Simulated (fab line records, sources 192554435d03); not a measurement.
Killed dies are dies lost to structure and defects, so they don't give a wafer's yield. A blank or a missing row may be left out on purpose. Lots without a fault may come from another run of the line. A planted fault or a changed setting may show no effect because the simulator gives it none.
Which tool did it? | flow n5_finfet | 23 lots, 69 wafers sampled, at 6 steps of a route of 1938

WHAT THE GAUGES READ, wafer by wafer
N5_BEOL_M1_CD_MEAS_18: pitch 36 nm, target cd 18 nm. Usual: cd_nm 18.0 nm, standard deviation 0.31.
lot  | measured     | on        | cd_nm (nm)     | flag
L075 | day 6 10:40  | cd_sem-03 | 17.9 17.9 18.2 |
L076 | day 6 10:20  | cd_sem-02 | 17.9 18.7 18.0 |
L077 | day 6 20:11  | cd_sem-03 | 18.2 18.1 17.8 |
L078 | day 7 01:34  | cd_sem-01 | 17.9 17.9 17.8 |
L079 | day 7 08:49  | cd_sem-01 | 18.0 17.4 17.5 |
L080 | day 7 14:27  | cd_sem-01 | 17.9 17.9 17.5 |
L081 | day 7 22:52  | cd_sem-03 | 17.3 17.6 17.7 |
L082 | day 8 00:02  | cd_sem-03 | 17.6 17.8 17.6 |
L083 | day 8 09:43  | cd_sem-01 | 18.0 18.3 17.7 |
L084 | day 8 17:01  | cd_sem-03 | 18.2 17.9 18.1 |
L085 | day 8 22:14  | cd_sem-02 | 17.5 17.8 17.3 |
L087 | day 10 05:07 | cd_sem-03 | 18.3 18.1 18.3 |
L086 | day 10 13:11 | cd_sem-03 | 17.8 17.9 18.3 |
L089 | day 10 14:44 | cd_sem-02 | 17.8 17.8 17.9 |
L090 | day 10 18:20 | cd_sem-02 | 17.8 18.3 18.4 |
L088 | day 10 17:50 | cd_sem-01 | 18.1 18.3 18.2 |
L093 | day 11 14:26 | cd_sem-01 | 17.2 18.1 18.0 |
L091 | day 11 19:13 | cd_sem-03 | 18.3 18.3 18.0 |
L094 | day 11 20:03 | cd_sem-02 | 17.9 18.4 18.6 |
L095 | day 11 20:34 | cd_sem-01 | 18.3 18.2 18.4 |
L092 | day 11 20:53 | cd_sem-01 | 18.2 18.3 18.1 |
L096 | day 11 21:01 | cd_sem-02 | 17.9 18.5 17.8 |
L097 | day 12 09:31 | cd_sem-02 | 18.4 18.1 18.1 |

WHICH TOOL RAN EACH LOT (tool, then ch and the chambers of the sampled wafers, then the start)
lot  | N5_BEOL_M0_SAQP_HM_OPEN_112        | N5_BEOL_M0_SAQP_SPACER1_ALD_98    | N5_BEOL_M0_SAQP_ETCH_49            | N5_BEOL_M0_ANNEAL_135        | N5_BEOL_M1_STRIP_66
L075 | rie_diel-01 ch 0,1,3, day 5 19:31  | ald_sin-04 ch 1,2, day 5 21:12    | rie_diel-03 ch 2,3, day 6 01:38    | pvd_sputter-02, day 6 07:21  | rie_diel-01 ch 1,2,3, day 6 10:17
L076 | rie_diel-03 ch 0,1,2, day 5 22:48  | ald_sin-02 ch 2,3, day 5 23:30    | rie_diel-02 ch 1,3, day 6 03:36    | pvd_sputter-01, day 6 06:49  | rie_diel-03 ch 0,1, day 6 09:56
L077 | rie_diel-02 ch 2,3, day 6 06:44    | ald_sin-04 ch 0,2,3, day 6 07:26  | rie_diel-02 ch 1,2, day 6 11:39    | pvd_sputter-01, day 6 17:25  | rie_diel-02 ch 0,1, day 6 19:58
L078 | rie_diel-01 ch 1,2, day 6 10:30    | ald_sin-02 ch 0,1,3, day 6 11:54  | rie_diel-02 ch 0,1,2, day 6 15:59  | pvd_sputter-03, day 6 22:17  | rie_diel-02 ch 0,1, day 7 01:21
L079 | rie_diel-02 ch 0,1,2, day 6 17:43  | ald_sin-04 ch 1,2,3, day 6 18:25  | rie_diel-03 ch 2,3, day 6 22:45    | pvd_sputter-01, day 7 03:25  | rie_diel-03 ch 0,1,3, day 7 08:34
L080 | rie_diel-02 ch 1,2,3, day 7 00:54  | ald_sin-02 ch 0,1,2, day 7 02:11  | rie_diel-01 ch 0,1, day 7 06:06    | pvd_sputter-03, day 7 11:40  | rie_diel-02 ch 0,1, day 7 14:13
L081 | rie_diel-02 ch 0,2, day 7 08:24    | ald_sin-04 ch 0,1,3, day 7 09:09  | rie_diel-01 ch 0,2, day 7 13:10    | pvd_sputter-01, day 7 18:49  | rie_diel-03 ch 0,2, day 7 22:38
L082 | rie_diel-03 ch 0,2, day 7 10:28    | ald_sin-01 ch 0,3, day 7 11:12    | rie_diel-03 ch 1,3, day 7 15:46    | pvd_sputter-01, day 7 21:10  | rie_diel-03 ch 0,1,3, day 7 23:49
L083 | rie_diel-01 ch 0,1, day 7 13:56    | ald_sin-02 ch 0,1,2, day 7 14:40  | rie_diel-03 ch 0,1, day 7 18:45    | pvd_sputter-01, day 8 07:14  | rie_diel-03 ch 0,1, day 8 09:29
L084 | rie_diel-02 ch 0,1,3, day 8 05:14  | ald_sin-01 ch 2,3, day 8 05:56    | rie_diel-02 ch 0,1,3, day 8 09:49  | pvd_sputter-01, day 8 13:55  | rie_diel-02 ch 1,2,3, day 8 16:47
L085 | rie_diel-03 ch 0,1,3, day 8 08:50  | ald_sin-04 ch 0,3, day 8 09:53    | rie_diel-01 ch 1,2, day 8 13:54    | pvd_sputter-01, day 8 17:20  | rie_diel-01 ch 0,2, day 8 22:01
L087 | rie_diel-01 ch 1,2,3, day 9 18:42  | ald_sin-02 ch 1,2,3, day 9 19:24  | rie_diel-01 ch 0,1,3, day 9 23:44  | pvd_sputter-02, day 10 02:44 | rie_diel-01 ch 0,1,2, day 10 04:53
L086 | rie_diel-02 ch 0,2,3, day 9 23:59  | ald_sin-02 ch 0,1,3, day 10 00:40 | rie_diel-02 ch 0,1,2, day 10 06:25 | pvd_sputter-02, day 10 09:38 | rie_diel-01 ch 0,2,3, day 10 12:42
L089 | rie_diel-03 ch 0,2,3, day 10 01:47 | ald_sin-04 ch 0,2,3, day 10 03:08 | rie_diel-03 ch 0,2,3, day 10 07:35 | pvd_sputter-03, day 10 11:34 | rie_diel-03 ch 0,1,3, day 10 14:27
L090 | rie_diel-02 ch 0,1,3, day 10 01:51 | ald_sin-04 ch 0,1,2, day 10 03:35 | rie_diel-03 ch 0,2,3, day 10 07:44 | pvd_sputter-02, day 10 14:22 | rie_diel-03 ch 1,2,3, day 10 18:07
L088 | rie_diel-03 ch 1,3, day 10 02:03   | ald_sin-02 ch 2,3, day 10 04:35   | rie_diel-02 ch 0,1,3, day 10 08:42 | pvd_sputter-01, day 10 13:20 | rie_diel-01 ch 0,1,3, day 10 17:30
L093 | rie_diel-01 ch 0,1, day 11 01:07   | ald_sin-04 ch 0,3, day 11 01:49   | rie_diel-03 ch 1,2,3, day 11 06:25 | pvd_sputter-03, day 11 11:35 | rie_diel-03 ch 0,1,3, day 11 14:10
L091 | rie_diel-01 ch 0,2, day 11 04:27   | ald_sin-04 ch 1,2, day 11 06:19   | rie_diel-01 ch 1,3, day 11 10:37   | pvd_sputter-02, day 11 14:45 | rie_diel-02 ch 0,2, day 11 18:59
L094 | rie_diel-02 ch 0,1,2, day 11 07:52 | ald_sin-04 ch 1,2, day 11 08:49   | rie_diel-02 ch 0,2, day 11 13:07   | pvd_sputter-03, day 11 16:39 | rie_diel-02 ch 0,2, day 11 19:44
L095 | rie_diel-01 ch 1,2,3, day 11 08:07 | ald_sin-01 ch 0,2, day 11 08:53   | rie_diel-03 ch 1,2,3, day 11 13:09 | pvd_sputter-02, day 11 16:55 | rie_diel-01 ch 0,1,3, day 11 20:14
L092 | rie_diel-01 ch 0,3, day 11 09:17   | ald_sin-04 ch 0,1,3, day 11 10:10 | rie_diel-02 ch 0,1,2, day 11 14:17 | pvd_sputter-01, day 11 17:51 | rie_diel-01 ch 0,1, day 11 20:27
L096 | rie_diel-02 ch 0,3, day 11 09:44   | ald_sin-04 ch 0,3, day 11 10:40   | rie_diel-03 ch 2,3, day 11 14:47   | pvd_sputter-02, day 11 18:06 | rie_diel-02 ch 0,3, day 11 20:47
L097 | rie_diel-02 ch 0,2,3, day 11 18:19 | ald_sin-02 ch 0,2,3, day 11 22:22 | rie_diel-02 ch 0,2,3, day 12 02:35 | pvd_sputter-02, day 12 06:26 | rie_diel-02 ch 0,1,2, day 12 09:16
- N5_BEOL_M0_SAQP_HM_OPEN_112: chemistry CHF3/O2, target SiO2, stops on a-Si, target depth 12 nm, time 13.5 s.
- N5_BEOL_M0_SAQP_SPACER1_ALD_98: deposits SiO2, target thk 12.8 nm, pulse time 1 s, purge time 2 s.
- N5_BEOL_M0_SAQP_ETCH_49: etches SiO2 in CF4/O2, target depth 37 nm.
- N5_BEOL_M0_ANNEAL_135: time 60 s.
- N5_BEOL_M1_STRIP_66: strips in CF4.

WHAT THE TOOLS THEMSELVES READ (means of the sampled wafers that have a number; where no wafer has one, the mark that the record gives instead)
N5_BEOL_M0_SAQP_HM_OPEN_112. Usual: chamber_pressure_mTorr 29.998 mTorr, standard deviation 0.028; drypump_motor_current_A 5.9 A, standard deviation 0.49; oes_ar_750_au 0.81 a.u., standard deviation 0.093; oes_product_au 0.52 a.u., standard deviation 0.059; rf_vpp_V 519 V, standard deviation 8; showerhead_plenum_p_Torr 2.40 Torr, standard deviation 0.072; throttle_valve_pct 18.8 %, standard deviation 0.32.
lot  | tool        | chamber_pressure_mTorr (mTorr) | drypump_motor_current_A (A) | oes_ar_750_au (a.u.) | oes_product_au (a.u.) | rf_vpp_V (V) | showerhead_plenum_p_Torr (Torr) | throttle_valve_pct (%) | flag
L075 | rie_diel-01 | 29.997                         | 5.9                         | 0.83                 | 0.54                  | 522          | 2.45                            | 18.5                   |
L076 | rie_diel-03 | 30.014                         | 5.6                         | 0.78                 | 0.50                  | 517          | 2.45                            | 18.8                   |
L077 | rie_diel-02 | 29.985                         | 6.3                         | 0.70                 | 0.46                  | 523          | 2.35                            | 19.1                   |
L078 | rie_diel-01 | 30.010                         | 5.7                         | 0.92                 | 0.60                  | 516          | 2.52                            | 18.4                   |
L079 | rie_diel-02 | 29.989                         | 5.7                         | 0.79                 | 0.51                  | 515          | 2.36                            | 19.1                   |
L080 | rie_diel-02 | 29.983                         | 5.9                         | 0.70                 | 0.46                  | 520          | 2.33                            | 19.2                   |
L081 | rie_diel-02 | 29.973                         | 5.9                         | 0.86                 | 0.56                  | 516          | 2.38                            | 18.9                   |
L082 | rie_diel-03 | 29.999                         | 5.5                         | 0.77                 | 0.49                  | 518          | 2.42                            | 18.7                   |
L083 | rie_diel-01 | 30.017                         | 6.0                         | 0.90                 | 0.58                  | 513          | 2.51                            | 18.3                   |
L084 | rie_diel-02 | 30.019                         | 5.7                         | 0.77                 | 0.51                  | 518          | 2.33                            | 19.0                   |
L085 | rie_diel-03 | 30.033                         | 5.8                         | 0.82                 | 0.53                  | 517          | 2.46                            | 18.8                   |
L087 | rie_diel-01 | 30.028                         | 5.6                         | 0.90                 | 0.58                  | 523          | 2.45                            | 18.5                   |
L086 | rie_diel-02 | 29.998                         | 6.1                         | 0.84                 | 0.55                  | 521          | 2.34                            | 18.8                   |
L089 | rie_diel-03 | 29.997                         | 5.8                         | 0.81                 | 0.52                  | 519          | 2.43                            | 18.6                   |
L090 | rie_diel-02 | 29.975                         | 5.7                         | 0.76                 | 0.49                  | 517          | 2.33                            | 19.0                   |
L088 | rie_diel-03 | 30.003                         | 6.2                         | 0.79                 | 0.50                  | 515          | 2.48                            | 19.1                   |
L093 | rie_diel-01 | 29.998                         | 6.0                         | 0.85                 | 0.55                  | 512          | 2.49                            | 18.4                   |
L091 | rie_diel-01 | 29.960                         | 6.0                         | 0.82                 | 0.54                  | 521          | 2.43                            | 18.7                   |
L094 | rie_diel-02 | 29.984                         | 5.7                         | 0.84                 | 0.54                  | 514          | 2.35                            | 18.9                   |
L095 | rie_diel-01 | 30.012                         | 5.6                         | 0.87                 | 0.56                  | 524          | 2.45                            | 18.5                   |
L092 | rie_diel-01 | 29.983                         | 5.7                         | 0.88                 | 0.57                  | 528          | 2.38                            | 18.5                   |
L096 | rie_diel-02 | 30.010                         | 5.8                         | 0.82                 | 0.53                  | 518          | 2.35                            | 18.8                   |
L097 | rie_diel-02 | 30.002                         | 6.1                         | 0.83                 | 0.54                  | 521          | 2.34                            | 18.8                   |

N5_BEOL_M0_SAQP_SPACER1_ALD_98. Usual: heater_power_w 491 W, standard deviation 62; precursor_pulse_height_rel 1.000, standard deviation 0.018.
lot  | tool       | heater_power_w (W) | precursor_pulse_height_rel | flag
L075 | ald_sin-04 | 514                | 1.000                      |
L076 | ald_sin-02 | 533                | 1.014                      |
L077 | ald_sin-04 | 485                | 1.025                      |
L078 | ald_sin-02 | 500                | 1.004                      |
L079 | ald_sin-04 | 504                | 1.008                      |
L080 | ald_sin-02 | 503                | 0.976                      |
L081 | ald_sin-04 | 441                | 0.998                      |
L082 | ald_sin-01 | 472                | 1.010                      |
L083 | ald_sin-02 | 510                | 0.993                      |
L084 | ald_sin-01 | 464                | 1.002                      |
L085 | ald_sin-04 | 431                | 1.002                      |
L087 | ald_sin-02 | 540                | 0.997                      |
L086 | ald_sin-02 | 500                | 1.001                      |
L089 | ald_sin-04 | 485                | 0.985                      |
L090 | ald_sin-04 | 489                | 0.991                      |
L088 | ald_sin-02 | 529                | 1.013                      |
L093 | ald_sin-04 | 437                | 1.011                      |
L091 | ald_sin-04 | 505                | 1.009                      |
L094 | ald_sin-04 | 552                | 1.001                      |
L095 | ald_sin-01 | 477                | 1.010                      |
L092 | ald_sin-04 | 450                | 1.007                      |
L096 | ald_sin-04 | 440                | 0.991                      |
L097 | ald_sin-02 | 485                | 1.008                      |

N5_BEOL_M0_SAQP_ETCH_49. Usual: chamber_pressure_mTorr 40.00 mTorr, standard deviation 0.038; drypump_motor_current_A 5.9 A, standard deviation 0.52; oes_ar_750_au 0.80 a.u., standard deviation 0.094; oes_product_au 0.80 a.u., standard deviation 0.098; rf_vpp_V 238 V, standard deviation 3.6; showerhead_plenum_p_Torr 2.20 Torr, standard deviation 0.066; throttle_valve_pct 15.8 %, standard deviation 0.3.
lot  | tool        | chamber_pressure_mTorr (mTorr) | drypump_motor_current_A (A) | oes_ar_750_au (a.u.) | oes_product_au (a.u.) | rf_vpp_V (V) | showerhead_plenum_p_Torr (Torr) | throttle_valve_pct (%) | flag
L075 | rie_diel-03 | 39.99                          | 6.3                         | 0.92                 | 0.91                  | 237          | 2.25                            | 15.6                   |
L076 | rie_diel-02 | 39.99                          | 5.9                         | 0.72                 | 0.70                  | 240          | 2.11                            | 16.1                   |
L077 | rie_diel-02 | 40.01                          | 6.0                         | 0.70                 | 0.70                  | 237          | 2.15                            | 16.3                   |
L078 | rie_diel-02 | 40.00                          | 5.7                         | 0.80                 | 0.79                  | 236          | 2.15                            | 16.0                   |
L079 | rie_diel-03 | 40.01                          | 6.1                         | 0.83                 | 0.82                  | 237          | 2.23                            | 15.6                   |
L080 | rie_diel-01 | 39.98                          | 6.3                         | 0.86                 | 0.86                  | 236          | 2.26                            | 15.5                   |
L081 | rie_diel-01 | 39.99                          | 6.0                         | 0.86                 | 0.86                  | 239          | 2.23                            | 15.6                   |
L082 | rie_diel-03 | 39.98                          | 6.3                         | 0.81                 | 0.80                  | 236          | 2.28                            | 16.0                   |
L083 | rie_diel-03 | 39.98                          | 5.6                         | 0.76                 | 0.76                  | 238          | 2.26                            | 16.1                   |
L084 | rie_diel-02 | 40.00                          | 5.7                         | 0.78                 | 0.77                  | 237          | 2.12                            | 15.9                   |
L085 | rie_diel-01 | 40.03                          | 5.7                         | 0.87                 | 0.88                  | 239          | 2.27                            | 15.6                   |
L087 | rie_diel-01 | 39.97                          | 5.9                         | 0.88                 | 0.87                  | 239          | 2.24                            | 15.4                   |
L086 | rie_diel-02 | 39.99                          | 5.7                         | 0.85                 | 0.85                  | 236          | 2.14                            | 15.9                   |
L089 | rie_diel-03 | 39.97                          | 5.8                         | 0.81                 | 0.79                  | 237          | 2.22                            | 15.6                   |
L090 | rie_diel-03 | 40.01                          | 5.8                         | 0.81                 | 0.80                  | 238          | 2.22                            | 15.6                   |
L088 | rie_diel-02 | 40.03                          | 5.7                         | 0.77                 | 0.76                  | 238          | 2.12                            | 15.9                   |
L093 | rie_diel-03 | 40.01                          | 6.2                         | 0.78                 | 0.76                  | 236          | 2.24                            | 15.9                   |
L091 | rie_diel-01 | 40.02                          | 5.7                         | 0.88                 | 0.88                  | 239          | 2.27                            | 15.4                   |
L094 | rie_diel-02 | 39.96                          | 6.1                         | 0.91                 | 0.92                  | 239          | 2.16                            | 15.7                   |
L095 | rie_diel-03 | 40.02                          | 6.2                         | 0.78                 | 0.77                  | 236          | 2.24                            | 15.9                   |
L092 | rie_diel-02 | 39.97                          | 5.7                         | 0.84                 | 0.84                  | 236          | 2.14                            | 15.9                   |
L096 | rie_diel-03 | 39.98                          | 6.3                         | 0.83                 | 0.81                  | 236          | 2.23                            | 15.7                   |
L097 | rie_diel-02 | 39.96                          | 6.1                         | 0.83                 | 0.83                  | 239          | 2.14                            | 15.8                   |

N5_BEOL_M0_ANNEAL_135. Usual: heater_power_w 832 W, standard deviation 78.
lot  | tool           | heater_power_w (W) | flag
L075 | pvd_sputter-02 | 842                |
L076 | pvd_sputter-01 | 839                |
L077 | pvd_sputter-01 | 867                |
L078 | pvd_sputter-03 | 781                |
L079 | pvd_sputter-01 | 770                |
L080 | pvd_sputter-03 | 842                |
L081 | pvd_sputter-01 | 895                |
L082 | pvd_sputter-01 | 845                |
L083 | pvd_sputter-01 | 853                |
L084 | pvd_sputter-01 | 904                |
L085 | pvd_sputter-01 | 893                |
L087 | pvd_sputter-02 | 818                |
L086 | pvd_sputter-02 | 830                |
L089 | pvd_sputter-03 | 806                |
L090 | pvd_sputter-02 | 840                |
L088 | pvd_sputter-01 | 832                |
L093 | pvd_sputter-03 | 773                |
L091 | pvd_sputter-02 | 874                |
L094 | pvd_sputter-03 | 835                |
L095 | pvd_sputter-02 | 816                |
L092 | pvd_sputter-01 | 751                |
L096 | pvd_sputter-02 | 846                |
L097 | pvd_sputter-02 | 854                |

N5_BEOL_M1_STRIP_66. Usual: chamber_pressure_mTorr 50.00 mTorr, standard deviation 0.047; drypump_motor_current_A 5.8 A, standard deviation 0.52; oes_product_au 0.80 a.u., standard deviation 0.085; rf_vpp_V 271.1 V, standard deviation 1.4; showerhead_plenum_p_Torr 1.79 Torr, standard deviation 0.059; throttle_valve_pct 13.5 %, standard deviation 0.3.
lot  | tool        | chamber_pressure_mTorr (mTorr) | drypump_motor_current_A (A) | oes_product_au (a.u.) | rf_vpp_V (V) | showerhead_plenum_p_Torr (Torr) | throttle_valve_pct (%) | flag
L075 | rie_diel-01 | 50.02                          | 5.6                         | 0.83                  | 271.0        | 1.84                            | 13.3                   |
L076 | rie_diel-03 | 49.96                          | 5.3                         | 0.77                  | 270.6        | 1.82                            | 13.5                   |
L077 | rie_diel-02 | 49.95                          | 5.3                         | 0.79                  | 270.2        | 1.72                            | 13.7                   |
L078 | rie_diel-02 | 50.04                          | 5.5                         | 0.86                  | 269.7        | 1.73                            | 13.4                   |
L079 | rie_diel-03 | 49.98                          | 5.9                         | 0.81                  | 271.6        | 1.83                            | 13.5                   |
L080 | rie_diel-02 | 50.01                          | 5.3                         | 0.78                  | 269.6        | 1.72                            | 13.7                   |
L081 | rie_diel-03 | 49.96                          | 5.2                         | 0.76                  | 272.0        | 1.80                            | 13.4                   |
L082 | rie_diel-03 | 50.01                          | 5.8                         | 0.80                  | 272.3        | 1.83                            | 13.5                   |
L083 | rie_diel-03 | 49.98                          | 5.3                         | 0.76                  | 272.0        | 1.82                            | 13.5                   |
L084 | rie_diel-02 | 49.99                          | 5.9                         | 0.78                  | 269.5        | 1.73                            | 13.7                   |
L085 | rie_diel-01 | 50.04                          | 6.2                         | 0.82                  | 271.9        | 1.81                            | 13.4                   |
L087 | rie_diel-01 | 50.00                          | 6.0                         | 0.83                  | 272.3        | 1.84                            | 13.3                   |
L086 | rie_diel-01 | 49.96                          | 5.9                         | 0.85                  | 271.5        | 1.80                            | 13.3                   |
L089 | rie_diel-03 | 49.99                          | 5.9                         | 0.78                  | 271.9        | 1.82                            | 13.6                   |
L090 | rie_diel-03 | 50.02                          | 6.2                         | 0.76                  | 272.7        | 1.82                            | 13.6                   |
L088 | rie_diel-01 | 50.00                          | 5.9                         | 0.86                  | 271.7        | 1.83                            | 13.2                   |
L093 | rie_diel-03 | 49.99                          | 5.8                         | 0.77                  | 271.4        | 1.82                            | 13.6                   |
L091 | rie_diel-02 | 49.95                          | 6.1                         | 0.90                  | 270.6        | 1.75                            | 13.4                   |
L094 | rie_diel-02 | 50.00                          | 6.1                         | 0.90                  | 270.2        | 1.75                            | 13.4                   |
L095 | rie_diel-01 | 50.00                          | 5.9                         | 0.84                  | 271.0        | 1.83                            | 13.3                   |
L092 | rie_diel-01 | 50.02                          | 6.0                         | 0.82                  | 272.7        | 1.87                            | 13.2                   |
L096 | rie_diel-02 | 50.00                          | 6.0                         | 0.74                  | 269.7        | 1.71                            | 13.6                   |
L097 | rie_diel-02 | 50.01                          | 5.7                         | 0.81                  | 269.1        | 1.73                            | 13.6                   |

THE ANSWER, worked out from the rows above alone
Rule: a lot is off if the mean of its wafers that have a number lies more than 3 standard deviations from the usual mean. A lot without any number at a reading at which 4 lots or more have one is off too. The other lots that the step has rows for count as sound. The gauges are gone through in route order, then the tools' own readings, and for those a lot's mean is taken as printed above. The first step at which some lot is off is used, and at that step the reading that is off furthest; a lot without a number counts as furthest.
No lot is off at any reading shown: from this, nothing can be told.

WHAT THE SIMULATOR HAD PUT IN
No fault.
